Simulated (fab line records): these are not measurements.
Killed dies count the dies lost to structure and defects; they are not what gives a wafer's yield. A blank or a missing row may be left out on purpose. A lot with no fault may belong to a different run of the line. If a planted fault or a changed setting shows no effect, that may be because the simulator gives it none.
Commonality check across tools    flow nandHarc    13 lots, 39 wafers sampled

WHY IT WAS OPENED
At NHARC_P_GATE_CD_MEAS_46 the reading cdNm is flagged on 4 of 13 lots. Fault-free wafers read 720.0 nm, with a standard deviation of 2.1.
Rule: flag the lot when none of its wafers has a number, or when each of its wafers that has one lies beyond 4 standard deviations from that mean. All remaining lots are regarded as sound.

lot   measured      on        cdNm (nm), wafer by wafer  flag
L364  day 7 15:52   cdSem-03  721.5 720.8 723.5          
L362  day 7 16:02   cdSem-03  720.7 723.0 722.4          
L363  day 7 17:27   cdSem-01  719.8 723.3 721.2          
L368  day 8 04:29   cdSem-01  717.6 714.9 717.2          
L369  day 8 10:44   cdSem-03  723.4 722.4 720.6          
L370  day 8 12:19   cdSem-02  717.2 717.2 718.1          
L372  day 8 18:37   cdSem-02  720.9 719.6 721.8          
L376  day 9 03:10   cdSem-01  709.3 707.1 707.1          FLAGGED
L379  day 9 10:38   cdSem-03  705.1 708.3 705.1          FLAGGED
L380  day 9 22:07   cdSem-01  709.2 703.2 706.2          FLAGGED
L381  day 10 03:37  cdSem-02  720.9 722.2 720.5          
L384  day 10 16:39  cdSem-02  720.4 721.1 720.0          
L383  day 10 17:25  cdSem-01  706.3 705.7 705.1          FLAGGED
The numbers of the flagged lots are 706.5 nm on average: -13.5 nm against the usual, or -6 standard deviations.

TOOL THAT RAN EACH LOT
The record holds 3 process steps before the reading, out of a route of 1159 steps. Cell contents, in order: the tool; ch with the chambers the sampled wafers went through; the start.
lot   flag     NHARC_P_GATE_DEP_103             NHARC_P_GATE_ETCHBACK_37                      NHARC_P_GATE_EXPOSE_43
L364           pecvd-04 ch 0,2, day 6 06:04     rieDiel-06 ch 1,2,3, day 7 15:43 or earlier   krfScanner-02 ch 0, day 7 15:43
L362           pecvd-03 ch 0,2, day 6 07:16     rieDiel-06 ch 1,2, day 7 15:52 or earlier     krfScanner-04 ch 0, day 7 15:52
L363           pecvd-02 ch 0,1,2, day 6 07:18   rieDiel-05 ch 0,1, day 7 17:17 or earlier     krfScanner-02 ch 0, day 7 17:17
L368           pecvd-04 ch 0,2, day 6 09:52     rieDiel-04 ch 0,1,3, day 8 04:20 or earlier   krfScanner-04 ch 0, day 8 04:20
L369           pecvd-03 ch 0,1,2, day 6 10:23   rieDiel-06 ch 0,1, day 8 10:34 or earlier     krfScanner-04 ch 0, day 8 10:34
L370           pecvd-02 ch 0,1, day 6 21:21     rieDiel-05 ch 1,2, day 8 12:09 or earlier     krfScanner-01 ch 0, day 8 12:09
L372           pecvd-03 ch 0,1, day 7 20:14     rieDiel-06 ch 1,3, day 8 18:27 or earlier     krfScanner-04 ch 0, day 8 18:27
L376  FLAGGED  pecvd-03 ch 0,1,2, day 8 07:56   rieDiel-06 ch 1,2, day 9 03:00 or earlier     krfScanner-04 ch 0, day 9 03:00
L379  FLAGGED  pecvd-04 ch 0,1,2, day 8 21:53   rieDiel-06 ch 1,2, day 9 10:29 or earlier     krfScanner-04 ch 0, day 9 10:29
L380  FLAGGED  pecvd-02 ch 0,2, day 9 08:55     rieDiel-04 ch 1,2,3, day 9 21:57 or earlier   krfScanner-04 ch 0, day 9 21:57
L381           pecvd-03 ch 0,2, day 9 15:05     rieDiel-06 ch 0,1,2, day 10 03:28 or earlier  krfScanner-02 ch 0, day 10 03:28
L384           pecvd-03 ch 0,1,2, day 10 04:06  rieDiel-05 ch 1,2, day 10 16:29 or earlier    krfScanner-01 ch 0, day 10 16:29
L383  FLAGGED  pecvd-02 ch 0,1,2, day 10 04:48  rieDiel-04 ch 0,2,3, day 10 17:16 or earlier  krfScanner-04 ch 0, day 10 17:16
These steps, and what they do:
- NHARC_P_GATE_DEP_103: deposits SiON, target thk 30 nm.
- NHARC_P_GATE_ETCHBACK_37: etches the open film in CHF3/O2, target depth 34.5 nm, time 17.2 s.
- NHARC_P_GATE_EXPOSE_43: exposes mask P NSD, target cd 720 nm.
- NHARC_P_GATE_CD_MEAS_46: target cd 720 nm.

FLAGGED OVER TOTAL, TOOL BY TOOL (the gauges that took the reading come last)
step                      tool           lots run  flagged  share of the flagged lots  sound lots run after its first flagged lot
NHARC_P_GATE_DEP_103      pecvd-02       4         2        some                       0
NHARC_P_GATE_DEP_103      pecvd-03       6         1        some                       2 (L381,L384)
NHARC_P_GATE_DEP_103      pecvd-04       3         1        some                       0
NHARC_P_GATE_ETCHBACK_37  rieDiel-04     3         2        some                       0
NHARC_P_GATE_ETCHBACK_37  rieDiel-05     3         0        none                       -
NHARC_P_GATE_ETCHBACK_37  rieDiel-06     7         2        some                       1 (L381)
NHARC_P_GATE_EXPOSE_43    krfScanner-01  2         0        none                       -
NHARC_P_GATE_EXPOSE_43    krfScanner-02  3         0        none                       -
NHARC_P_GATE_EXPOSE_43    krfScanner-04  8         4        all                        0
NHARC_P_GATE_CD_MEAS_46   cdSem-01       5         3        some                       0
NHARC_P_GATE_CD_MEAS_46   cdSem-02       4         0        none                       -
NHARC_P_GATE_CD_MEAS_46   cdSem-03       4         1        some                       0
NHARC_P_GATE_ETCHBACK_37 gives no start for some lots, so the hours and the order of its lots are those of NHARC_P_GATE_EXPOSE_43.

THE TABLE: WHAT IT ALLOWS
In the table, 1 row covers all flagged lots: krfScanner-04 at NHARC_P_GATE_EXPOSE_43.
- krfScanner-04 at NHARC_P_GATE_EXPOSE_43 ran 8 lots, 4 of them flagged. It ran its last sound lot, L372, at day 8 18:27 and its first flagged lot, L376, at day 9 03:00: a fault with its onset between the two fits. Its own readings lie more than 4 standard deviations out on every wafer of the flagged lots: exposureDoseMJCm2.
Just one tool remains: krfScanner-04 at NHARC_P_GATE_EXPOSE_43.

WHAT THE SIMULATOR HAD INSERTED
Process parameter drift: krfScanner-04, from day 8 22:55 on, at NHARC_P_GATE_EXPOSE_43. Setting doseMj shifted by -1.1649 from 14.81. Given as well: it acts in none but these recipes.
Struck lots among those shown: L376, L379, L380, L383. The rule above found the same.
